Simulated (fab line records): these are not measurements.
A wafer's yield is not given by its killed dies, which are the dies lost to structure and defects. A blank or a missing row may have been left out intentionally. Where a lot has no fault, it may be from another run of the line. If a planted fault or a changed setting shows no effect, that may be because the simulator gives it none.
Split-lot trial	flow n5 finfet	route with 1938 steps; 7 lots, 39 wafers read

## ON THE SPLIT
At N5_BEOL_M6_ALD_77 (deposits TaN, target thk 2 nm, pulse time 2 s, purge time 3 s), the setting ald cycles was moved away from the recipe's 40 on 12 of the 39 wafers read, by -37.5% to +50.0%. This setting was run at the recipe's value on the other wafers.

The reading comes from the split's own step.

## THE READING
TaN_of_BEOL_M6_ALD_77.thk nm (the simulator's own value, which no gauge read), in nm, at N5_BEOL_M6_ALD_77 (deposits TaN, target thk 2 nm, pulse time 2 s, purge time 3 s). The file gives no usual value for it.

wafer	tool, chamber at the split	ald cycles as run	against the recipe	TaN_of_BEOL_M6_ALD_77.thk nm, nm	against lot-mates on the recipe
L074.1	ald metal-01, 1,0,2,3,0,3	40	recipe	2	-
L074.2	ald metal-01, 1,0,2,3,0,3	40	recipe	2	-
L074.3	ald metal-01, 1,0,2,3,0,3	40	recipe	2	-
L074.4	ald metal-01, 1,0,2,3,0,3	40	recipe	2	-
L074.5	ald metal-01, 1,0,2,3,0,3	40	recipe	2	-
L074.6	ald metal-01, 1,0,2,3,0,3	40	recipe	2	-
L079.1	ald metal-02, 1,0,2	40	recipe	2	-
L079.2	ald metal-02, 1,0,2	40	recipe	2	-
L079.4	ald metal-02, 1,0,2	40	recipe	2	-
L082.1	ald metal-01, 2,1,0,3,1,2	40	recipe	2	-
L082.2	ald metal-01, 2,1,0,3,1,2	40	recipe	2	-
L082.3	ald metal-01, 2,1,0,3,1,2	40	recipe	2	-
L082.4	ald metal-01, 2,1,0,3,1,2	40	recipe	2	-
L082.5	ald metal-01, 2,1,0,3,1,2	40	recipe	2	-
L082.6	ald metal-01, 2,1,0,3,1,2	40	recipe	2	-
L085.1	ald metal-01, 0,1,0	40	recipe	2	-
L085.5	ald metal-01, 0,1,0	40	recipe	2	-
L085.6	ald metal-01, 0,1,0	40	recipe	2	-
L085.2	ald metal-01, 3,1,2	27	-32.5%	1.4	-0.6
L085.3	ald metal-01, 3,1,2	27	-32.5%	1.4	-0.6
L085.4	ald metal-01, 3,1,2	27	-32.5%	1.4	-0.6
L087.1	ald metal-04, 3,2,1	40	recipe	2	-
L087.2	ald metal-04, 3,2,1	40	recipe	2	-
L087.3	ald metal-04, 3,2,1	40	recipe	2	-
L087.4	ald metal-04, 0,0,1	25	-37.5%	1.2	-0.8
L087.5	ald metal-04, 0,0,1	25	-37.5%	1.2	-0.8
L087.6	ald metal-04, 0,0,1	25	-37.5%	1.2	-0.8
L097.1	ald metal-01, 3,1,2	60	+50.0%	3	+1.0
L097.3	ald metal-01, 3,1,2	60	+50.0%	3	+1.0
L097.4	ald metal-01, 3,1,2	60	+50.0%	3	+1.0
L097.2	ald metal-01, 0,1,2	40	recipe	2	-
L097.5	ald metal-01, 0,1,2	40	recipe	2	-
L097.6	ald metal-01, 0,1,2	40	recipe	2	-
L096.1	ald metal-02, 1,3,2	28	-30.0%	1.4	-0.6
L096.5	ald metal-02, 1,3,2	28	-30.0%	1.4	-0.6
L096.6	ald metal-02, 1,3,2	28	-30.0%	1.4	-0.6
L096.2	ald metal-02, 2,0,3	40	recipe	2	-
L096.3	ald metal-02, 2,0,3	40	recipe	2	-
L096.4	ald metal-02, 2,0,3	40	recipe	2	-
When a row names more than one chamber, that row covers several wafers, and the file does not tell which wafer ran in which chamber.

FIT RESULTS
A straight line over all 39 wafers: TaN_of_BEOL_M6_ALD_77.thk nm changes by +0.02 nm for each +1% of ald cycles; r = +1.00; the points scatter about the line by 0.02 nm.
The same after taking each lot's own level away (the mean of its wafers on the recipe; 39 wafers): +0.02 nm for each +1%; r = +1.00; scatter 0.02 nm.
On that fit, the largest move of ald cycles shifts the reading by 1 nm.
The lots' own levels span 2.00 to 2.00 nm.
Hence the lot-to-lot level has little effect on the slope; both slopes agree.
Check: for one of the wafers moved furthest among these (+50.0%), held out of the fit, the line's prediction against its lot-mates is +1 nm. It came out at +1 nm against them.

## OTHER SPLITS ON THESE WAFERS
Before the reading, these wafers also passed through other splits. Each is held against what the fit with the lots' levels taken away leaves over:
other split on the same wafers	wafers away from the commonest value	r with TaN_of_BEOL_M6_ALD_77.thk nm (lot level and that fit taken away)
N5_BEOL_M3_ALD_98 ald cycles	15	-0.09

## FILE'S OWN FIT
TaN_of_BEOL_M6_ALD_77.thk nm changes by +0.02 nm for each +1% of ald cycles, r = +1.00.
